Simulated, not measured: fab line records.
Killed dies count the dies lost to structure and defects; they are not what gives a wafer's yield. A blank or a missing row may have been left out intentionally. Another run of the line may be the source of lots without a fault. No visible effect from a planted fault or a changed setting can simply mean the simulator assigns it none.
Lot-split experiment ; flow n5-finfet ; on a route of 1938 steps: 7 lots, 39 wafers read

## ON THE SPLIT
At N5_BEOL_M8_DESCUM_33 (chemistry O2, time 7 s), the setting time-s was moved away from the recipe's 7 s on 6 of the 39 wafers read, by -51.7% to +48.4%. This setting was run at the recipe's value on the other wafers.

There is no step in the file separating the split from the reading.

## THE READING
CAR-EUV_of_BEOL_M8_COAT_22.thk-nm (the simulator's own value, which no gauge read), in nm, at N5_BEOL_M8_ETCH_72 (etches underlayer in N2/H2, target depth 6.5 nm, time 5.2 s). The file gives no usual value for it. Average 20.3 nm, standard deviation 0.12 nm, over the 33 wafers here run with the recipe.

wafer;tool, chamber at the split;time-s as run, s;against the recipe;CAR-EUV_of_BEOL_M8_COAT_22.thk-nm, nm;against lot-mates on the recipe
L077.1;rie-diel-01, 1,3,0,0,1;7;recipe;20.2;-
L077.2;rie-diel-01, 1,3,0,0,1;7;recipe;20.2;-
L077.4;rie-diel-01, 1,3,0,0,1;7;recipe;20.2;-
L077.5;rie-diel-01, 3;7;recipe;20.2;-
L077.6;rie-diel-01, 1,3,0,0,1;7;recipe;20.2;-
L077.3;rie-diel-01, 1,3,0,0,1;7;recipe;20.4;-
L080.1;rie-diel-01, 1,0;7;recipe;20.2;-
L080.4;rie-diel-01, 1,0;7;recipe;20.2;-
L080.2;rie-diel-01, 0;7;recipe;20.4;-
L080.3;rie-diel-01, 3,3,1;3.383;-51.7%;22;+1.7
L080.5;rie-diel-01, 3,3,1;3.383;-51.7%;22;+1.7
L080.6;rie-diel-01, 3,3,1;3.383;-51.7%;22;+1.7
L081.1;rie-diel-02, 0,2,1,2,1;7;recipe;20.2;-
L081.2;rie-diel-02, 0,2,1,2,1;7;recipe;20.2;-
L081.3;rie-diel-02, 3;7;recipe;20.2;-
L081.4;rie-diel-02, 0,2,1,2,1;7;recipe;20.2;-
L081.5;rie-diel-02, 0,2,1,2,1;7;recipe;20.2;-
L081.6;rie-diel-02, 0,2,1,2,1;7;recipe;20.2;-
L088.1;rie-diel-02, 1,2,3,3;7;recipe;20.4;-
L088.2;rie-diel-02, 1,2,3,3;7;recipe;20.4;-
L088.4;rie-diel-02, 0;7;recipe;20.4;-
L088.5;rie-diel-02, 0;7;recipe;20.4;-
L088.6;rie-diel-02, 1,2,3,3;7;recipe;20.4;-
L088.3;rie-diel-02, 1,2,3,3;7;recipe;20.6;-
L094.1;rie-diel-01, 2,3,1;7;recipe;20;-
L094.3;rie-diel-01, 2,3,1;7;recipe;20.2;-
L094.6;rie-diel-01, 2,3,1;7;recipe;20.2;-
L093.1;rie-diel-05, 1,2,0;10.39;+48.4%;18.6;-1.6
L093.6;rie-diel-05, 1,2,0;10.39;+48.4%;18.6;-1.6
L093.2;rie-diel-05, 3;7;recipe;20.2;-
L093.4;rie-diel-05, 0;7;recipe;20.2;-
L093.5;rie-diel-05, 3;7;recipe;20.2;-
L093.3;rie-diel-05, 1,2,0;10.39;+48.4%;18.4;-1.8
L096.1;rie-diel-05, 0,2;7;recipe;20.4;-
L096.3;rie-diel-05, 0,2;7;recipe;20.4;-
L096.4;rie-diel-05, 1,3,3,2;7;recipe;20.4;-
L096.5;rie-diel-05, 1,3,3,2;7;recipe;20.4;-
L096.2;rie-diel-05, 1,3,3,2;7;recipe;20.2;-
L096.6;rie-diel-05, 1,3,3,2;7;recipe;20.2;-
Where a row lists several chambers, the file gives one row for several wafers and doesn't say which wafer went through which chamber.

FIT RESULTS
A straight line over all 39 wafers: CAR-EUV_of_BEOL_M8_COAT_22.thk-nm changes by -0.0346 nm for each +1% of time-s; r = -0.99; the points scatter about the line by 0.12 nm.
The same after taking each lot's own level away (the mean of its wafers on the recipe; 39 wafers): -0.034 nm for each +1%; r = -0.99; scatter 0.074 nm.
That fit puts the effect of the largest move of time-s on the reading at 1.8 nm.
From 20.13 to 20.43 nm: that is the span of the lots' own levels, equal to 2.5 times the standard deviation above.
The two slopes are in agreement: the lot-to-lot level therefore moves the slope only a little.
Check: with one of the wafers moved furthest among these (-51.7%) left out of the fit, the line predicts +1.76 nm for it against its lot-mates. Against them it came out at +1.73 nm.

## OTHER SPLITS ON THESE WAFERS
These wafers also went through other splits before the reading. Each is held against what the fit with the lots' levels taken away leaves over:
other split on the same wafers;wafers away from the commonest value;r with CAR-EUV_of_BEOL_M8_COAT_22.thk-nm (lot level and that fit taken away)
N5_ZERO_LAYER_PECVD_02 time-s;15;+0.08
N5_FIN_SAQP_SPACER2_ALD_28 target-thk-a;6;-0.28
N5_BEOL_M0_SAQP_ETCH_106 target-depth-a;12;+0.02
N5_BEOL_M3_CVD_47 target-thk-a;15;+0.16
N5_BEOL_M3_DEP_57 time-s;9;-0.16

## THE WHOLE CHAIN: every reading that the file lists as answering this split, in the file's order
step;what it does;reading;change (the file's fit);r (the file's)
N5_BEOL_M8_DESCUM_33;chemistry O2, time 7 s;CAR-EUV_of_BEOL_M8_COAT_22.thk-nm (the simulator's own value, which no gauge read);-0.0346 nm for each +1% of the setting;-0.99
N5_BEOL_M8_ETCH_72;etches underlayer in N2/H2, target depth 6.5 nm, time 5.2 s;CAR-EUV_of_BEOL_M8_COAT_22.thk-nm (the simulator's own value, which no gauge read);-0.034 nm for each +1% of the setting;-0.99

## FILE'S OWN FIT
CAR-EUV_of_BEOL_M8_COAT_22.thk-nm changes by -0.034 nm for each +1% of time-s, r = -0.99.
